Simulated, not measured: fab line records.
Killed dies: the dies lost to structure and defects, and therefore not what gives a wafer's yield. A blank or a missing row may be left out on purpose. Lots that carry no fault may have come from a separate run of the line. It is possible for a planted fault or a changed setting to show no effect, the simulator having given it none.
Which tool was responsible? :: flow nand-harc :: Sampling: 13 lots, 39 wafers, 5 of 1302 route steps

## WHAT THE GAUGES SHOWED, per wafer
NHARC_A_BONDPAD_CD_MEAS_09: target cd 500 nm.
lot: L513
measured: day 23 11:56
on: cd-sem-02
cd-nm (nm): 497.5 497.4 499.9

lot: L516
measured: day 24 03:19
on: cd-sem-02
cd-nm (nm): 496.7 500.0 498.2

lot: L515
measured: day 24 04:42
on: cd-sem-02
cd-nm (nm): 501.1 502.9 499.2

lot: L514
measured: day 24 06:22
on: cd-sem-03
cd-nm (nm): 499.7 500.4 501.8

lot: L519
measured: day 25 20:04
on: cd-sem-01
cd-nm (nm): 498.1 498.4 499.9

lot: L521
measured: day 27 01:13
on: cd-sem-02
cd-nm (nm): 499.1 500.0 498.2

lot: L525
measured: day 27 13:43
on: cd-sem-01
cd-nm (nm): 500.1 499.1 498.1

lot: L530
measured: day 30 01:02
on: cd-sem-02
cd-nm (nm): 499.7 500.6 499.6

lot: L529
measured: day 30 17:12
on: cd-sem-01
cd-nm (nm): 500.8 501.0 504.4

lot: L531
measured: day 31 08:22
on: cd-sem-02
cd-nm (nm): 497.2 497.3 498.6

lot: L534
measured: day 32 03:41
on: cd-sem-03
cd-nm (nm): 502.0 499.6 499.2

lot: L535
measured: day 32 16:13
on: cd-sem-01
cd-nm (nm): 502.4 499.7 503.1

lot: L536
measured: day 32 21:31
on: cd-sem-01
cd-nm (nm): 500.3 503.3 501.3

NHARC_END_SORT_01.
lot: L525
measured: day 28 23:22
on: prober-02
defect-limited-yield (%): 0 90.1 0
killed-at-array: 56 63 55
killed-at-other: 617 2 618
killed-at-periphery: 4 2 4
killed-dies: 677 67 677
killed-open: 5 5 2
killed-short: 4 2 3

## EACH LOT AND THE TOOL THAT RAN IT (in order: tool; ch and the chambers of the sampled wafers; start)
lot: L513
NHARC_A_M1_PRE_CLEAN_32: pecvd-03 ch 0,2, day 23 10:06
NHARC_A_BONDPAD_STRIP_15: rie-diel-08 ch 2,3, day 23 12:32
NHARC_THIN_TSV_PVD_51: pvd-sputter-01, day 24 09:29

lot: L516
NHARC_A_M1_PRE_CLEAN_32: pecvd-01 ch 0,1,2, day 24 01:30
NHARC_A_BONDPAD_STRIP_15: rie-diel-12 ch 2,3, day 24 03:59
NHARC_THIN_TSV_PVD_51: pvd-sputter-02, day 24 21:30

lot: L515
NHARC_A_M1_PRE_CLEAN_32: pecvd-04 ch 1,2, day 24 02:52
NHARC_A_BONDPAD_STRIP_15: rie-diel-08 ch 1,3, day 24 05:19
NHARC_THIN_TSV_PVD_51: pvd-sputter-01, day 24 22:45

lot: L514
NHARC_A_M1_PRE_CLEAN_32: pecvd-01 ch 0,1, day 24 04:38
NHARC_A_BONDPAD_STRIP_15: rie-diel-08 ch 0,1, day 24 06:59
NHARC_THIN_TSV_PVD_51: pvd-sputter-02, day 24 23:58

lot: L519
NHARC_A_M1_PRE_CLEAN_32: pecvd-03 ch 0,1,2, day 25 18:14
NHARC_A_BONDPAD_STRIP_15: rie-diel-08 ch 1,2, day 25 20:41
NHARC_THIN_TSV_PVD_51: pvd-sputter-03, day 26 17:10

lot: L521
NHARC_A_M1_PRE_CLEAN_32: pecvd-03 ch 0,1,2, day 26 23:29
NHARC_A_BONDPAD_STRIP_15: rie-diel-08 ch 0,1,2, day 27 01:49
NHARC_THIN_TSV_PVD_51: pvd-sputter-03, day 27 23:16

lot: L525
NHARC_A_M1_PRE_CLEAN_32: pecvd-03 ch 0,2, day 27 11:52
NHARC_A_BONDPAD_STRIP_15: rie-diel-12 ch 0,1,2, day 27 14:20
NHARC_THIN_TSV_PVD_51: pvd-sputter-03, day 28 08:10

lot: L530
NHARC_A_M1_PRE_CLEAN_32: pecvd-03 ch 0,2, day 29 23:10
NHARC_A_BONDPAD_STRIP_15: rie-diel-08 ch 0,1,2, day 30 01:40
NHARC_THIN_TSV_PVD_51: pvd-sputter-01, day 30 20:51

lot: L529
NHARC_A_M1_PRE_CLEAN_32: pecvd-04 ch 0,1, day 30 15:22
NHARC_A_BONDPAD_STRIP_15: rie-diel-12 ch 0,1,3, day 30 17:50
NHARC_THIN_TSV_PVD_51: pvd-sputter-01, day 31 11:31

lot: L531
NHARC_A_M1_PRE_CLEAN_32: pecvd-03 ch 0,1,2, day 31 06:28
NHARC_A_BONDPAD_STRIP_15: rie-diel-12 ch 0,1,3, day 31 08:59
NHARC_THIN_TSV_PVD_51: pvd-sputter-03, day 32 10:45

lot: L534
NHARC_A_M1_PRE_CLEAN_32: pecvd-03 ch 0,1, day 32 01:42
NHARC_A_BONDPAD_STRIP_15: rie-diel-12 ch 0,1, day 32 04:17
NHARC_THIN_TSV_PVD_51: pvd-sputter-03, day 32 23:47

lot: L535
NHARC_A_M1_PRE_CLEAN_32: pecvd-04 ch 1,2, day 32 14:11
NHARC_A_BONDPAD_STRIP_15: rie-diel-12 ch 0,1, day 32 16:49
NHARC_THIN_TSV_PVD_51: pvd-sputter-03, day 33 10:17

lot: L536
NHARC_A_M1_PRE_CLEAN_32: pecvd-04 ch 1, day 32 19:29
NHARC_A_BONDPAD_STRIP_15: rie-diel-08 ch 1,3, day 32 22:07
NHARC_THIN_TSV_PVD_51: pvd-sputter-03, day 33 16:13
- NHARC_A_M1_PRE_CLEAN_32: time 12 s.
- NHARC_A_BONDPAD_STRIP_15: strips in O2.
- NHARC_THIN_TSV_PVD_51: deposits Cu, target thk 100 nm.

## AS READ BY THE TOOLS THEMSELVES (means over the sampled wafers that have a number; for cases with no such wafer, the mark the record gives instead)
NHARC_A_M1_PRE_CLEAN_32.
lot: L513
tool: pecvd-03
heater-power-w (W): 610
rf-fwd-power-W (W): 292.6

lot: L516
tool: pecvd-01
heater-power-w (W): 667
rf-fwd-power-W (W): 292.6

lot: L515
tool: pecvd-04
heater-power-w (W): 756
rf-fwd-power-W (W): 292.4

lot: L514
tool: pecvd-01
heater-power-w (W): 599
rf-fwd-power-W (W): 293.3

lot: L519
tool: pecvd-03
heater-power-w (W): 600
rf-fwd-power-W (W): 292.2

lot: L521
tool: pecvd-03
heater-power-w (W): 612
rf-fwd-power-W (W): 291.9

lot: L525
tool: pecvd-03
heater-power-w (W): 563
rf-fwd-power-W (W): 292.0

lot: L530
tool: pecvd-03
heater-power-w (W): 589
rf-fwd-power-W (W): 293.6

lot: L529
tool: pecvd-04
heater-power-w (W): 684
rf-fwd-power-W (W): 292.6

lot: L531
tool: pecvd-03
heater-power-w (W): 560
rf-fwd-power-W (W): 292.5

lot: L534
tool: pecvd-03
heater-power-w (W): 629
rf-fwd-power-W (W): 292.8

lot: L535
tool: pecvd-04
heater-power-w (W): 662
rf-fwd-power-W (W): 292.1

lot: L536
tool: pecvd-04
heater-power-w (W): 729
rf-fwd-power-W (W): 291.5

NHARC_A_BONDPAD_STRIP_15.
lot: L513
tool: rie-diel-08
drypump-motor-current-A (A): 5.52
oes-product-au (a.u.): 0.992
rf-vpp-V (V): 57.9
showerhead-plenum-p-Torr (Torr): 3.39
throttle-valve-pct (%): 17.038

lot: L516
tool: rie-diel-12
drypump-motor-current-A (A): 5.88
oes-product-au (a.u.): 0.992
rf-vpp-V (V): 58.1
showerhead-plenum-p-Torr (Torr): 3.58
throttle-valve-pct (%): 17.030

lot: L515
tool: rie-diel-08
drypump-motor-current-A (A): 5.70
oes-product-au (a.u.): 0.989
rf-vpp-V (V): 57.3
showerhead-plenum-p-Torr (Torr): 3.62
throttle-valve-pct (%): 17.028

lot: L514
tool: rie-diel-08
drypump-motor-current-A (A): 5.94
oes-product-au (a.u.): 1.002
rf-vpp-V (V): 58.6
showerhead-plenum-p-Torr (Torr): 3.74
throttle-valve-pct (%): 17.039

lot: L519
tool: rie-diel-08
drypump-motor-current-A (A): 5.80
oes-product-au (a.u.): 0.999
rf-vpp-V (V): 56.7
showerhead-plenum-p-Torr (Torr): 3.59
throttle-valve-pct (%): 17.045

lot: L521
tool: rie-diel-08
drypump-motor-current-A (A): 5.79
oes-product-au (a.u.): 0.994
rf-vpp-V (V): 58.0
showerhead-plenum-p-Torr (Torr): 3.59
throttle-valve-pct (%): 17.036

lot: L525
tool: rie-diel-12
drypump-motor-current-A (A): 5.55
oes-product-au (a.u.): 1.000
rf-vpp-V (V): 58.5
showerhead-plenum-p-Torr (Torr): 3.53
throttle-valve-pct (%): 17.030

lot: L530
tool: rie-diel-08
drypump-motor-current-A (A): 5.80
oes-product-au (a.u.): 1.003
rf-vpp-V (V): 58.9
showerhead-plenum-p-Torr (Torr): 3.59
throttle-valve-pct (%): 17.043

lot: L529
tool: rie-diel-12
drypump-motor-current-A (A): 5.52
oes-product-au (a.u.): 1.000
rf-vpp-V (V): 57.9
showerhead-plenum-p-Torr (Torr): 3.45
throttle-valve-pct (%): 17.033

lot: L531
tool: rie-diel-12
drypump-motor-current-A (A): 5.54
oes-product-au (a.u.): 1.000
rf-vpp-V (V): 57.0
showerhead-plenum-p-Torr (Torr): 3.45
throttle-valve-pct (%): 17.045

lot: L534
tool: rie-diel-12
drypump-motor-current-A (A): 5.37
oes-product-au (a.u.): 0.997
rf-vpp-V (V): 58.0
showerhead-plenum-p-Torr (Torr): 3.53
throttle-valve-pct (%): 17.036

lot: L535
tool: rie-diel-12
drypump-motor-current-A (A): 5.38
oes-product-au (a.u.): 0.997
rf-vpp-V (V): 58.4
showerhead-plenum-p-Torr (Torr): 3.53
throttle-valve-pct (%): 17.042

lot: L536
tool: rie-diel-08
drypump-motor-current-A (A): 5.71
oes-product-au (a.u.): 1.001
rf-vpp-V (V): 58.1
showerhead-plenum-p-Torr (Torr): 3.62
throttle-valve-pct (%): 17.032

NHARC_THIN_TSV_PVD_51.
lot: L513
tool: pvd-sputter-01
throttle-valve-pct (%): 28.6

lot: L516
tool: pvd-sputter-02
throttle-valve-pct (%): 30.6

lot: L515
tool: pvd-sputter-01
throttle-valve-pct (%): 29.3

lot: L514
tool: pvd-sputter-02
throttle-valve-pct (%): 31.0

lot: L519
tool: pvd-sputter-03
throttle-valve-pct (%): 29.9

lot: L521
tool: pvd-sputter-03
throttle-valve-pct (%): 29.2

lot: L525
tool: pvd-sputter-03
throttle-valve-pct (%): 29.7

lot: L530
tool: pvd-sputter-01
throttle-valve-pct (%): 29.1

lot: L529
tool: pvd-sputter-01
throttle-valve-pct (%): 28.5

lot: L531
tool: pvd-sputter-03
throttle-valve-pct (%): 28.9

lot: L534
tool: pvd-sputter-03
throttle-valve-pct (%): 29.6

lot: L535
tool: pvd-sputter-03
throttle-valve-pct (%): 29.2

lot: L536
tool: pvd-sputter-03
throttle-valve-pct (%): 29.7

## THE ANSWER, worked out from the rows above alone
Rule: the lots themselves supply what counts as usual. The widest of any qualifying gaps counts: lots, ordered by their means at a reading, are off when they make up no more than a third of the lots, leave a main group of 4 or more, and stand apart from it by 3 or more times the standard deviation of that group's means. A main group is skipped when, at the precision printed for the reading in the tables above, its means are all equal. Also off: a lot with no number at a reading for which 4 or more lots have one. Where the step has rows for the other lots, those lots are counted as sound. Order of review: gauges by route order, followed by the tools' own readings, for which a lot's mean as printed above is used. At the first step where some lot is off, the reading lying furthest off is the one used; lots without a number count as furthest.
Nothing can be told from this: no lot is off at any reading shown.

## WHAT THE SIMULATOR HAD INSERTED
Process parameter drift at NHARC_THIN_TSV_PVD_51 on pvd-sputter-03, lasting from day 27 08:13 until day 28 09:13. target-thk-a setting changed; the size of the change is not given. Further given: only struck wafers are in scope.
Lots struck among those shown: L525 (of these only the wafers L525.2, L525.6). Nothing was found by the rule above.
